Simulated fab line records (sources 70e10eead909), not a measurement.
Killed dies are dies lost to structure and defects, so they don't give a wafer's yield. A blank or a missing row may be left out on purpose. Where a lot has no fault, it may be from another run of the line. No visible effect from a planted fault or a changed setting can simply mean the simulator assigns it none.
Which tool did it?	flow nandHarc	6 lots, 18 wafers sampled, at 3 steps of a route of 1302

== WHAT EACH GAUGE READ, for each wafer ==
NHARC_A_M1_OVL_MEAS_10: pitch 240 nm.
lot	measured	on	overlayXNm (nm)
L528	day 23 17:54	overlay-01	-0.2 -0.1 -0.7
L531	day 25 00:20	overlay-02	0.0 0.8 1.2
L534	day 27 01:36	overlay-02	1.6 1.9 1.2
L536	day 27 12:02	overlay-01	-1.1 -0.9 -1.0
L539	day 28 14:37	overlay-01	-0.3 -0.2 0.0
L547	day 31 17:02	overlay-01	0.0 -0.1 -0.1

== TOOL THAT RAN EACH LOT (tool first, then ch and the chambers of the sampled wafers, then the start) ==
lot	NHARC_A_M0_PVD_21	NHARC_A_M1_SOFTBAKE_04
L528	pvdSputter-02, day 23 17:00 or earlier	lithoTrack-01 ch 0, day 23 17:00
L531	pvdSputter-01, day 24 23:00 or earlier	lithoTrack-06 ch 0, day 24 23:00
L534	pvdSputter-01, day 27 01:00 or earlier	lithoTrack-04 ch 0, day 27 01:00
L536	pvdSputter-02, day 27 11:00 or earlier	lithoTrack-01 ch 0, day 27 11:00
L539	pvdSputter-02, day 28 14:00 or earlier	lithoTrack-06 ch 0, day 28 14:00
L547	pvdSputter-01, day 31 16:00 or earlier	lithoTrack-04 ch 0, day 31 16:00
- NHARC_A_M0_PVD_21: deposits Cu, target thk 30 nm, time 20.49 s.
- NHARC_A_M1_SOFTBAKE_04: time 55 s.

== THE ANSWER, worked out from the rows above alone ==
Rule: the lots themselves supply what counts as usual. The widest of any qualifying gaps counts: lots, ordered by their means at a reading, are off when they make up no more than a third of the lots, leave a main group of 4 or more, and stand apart from it by 3 or more times the standard deviation of that group's means. A main group is skipped when, at the precision printed for the reading in the tables above, its means are all equal. Also off: a lot with no number at a reading for which 4 or more lots have one. Any other lot the step has rows for is counted as sound.
No lot is off at any reading shown: from this, nothing can be told.

== WHAT THE SIMULATOR HAD PUT IN ==
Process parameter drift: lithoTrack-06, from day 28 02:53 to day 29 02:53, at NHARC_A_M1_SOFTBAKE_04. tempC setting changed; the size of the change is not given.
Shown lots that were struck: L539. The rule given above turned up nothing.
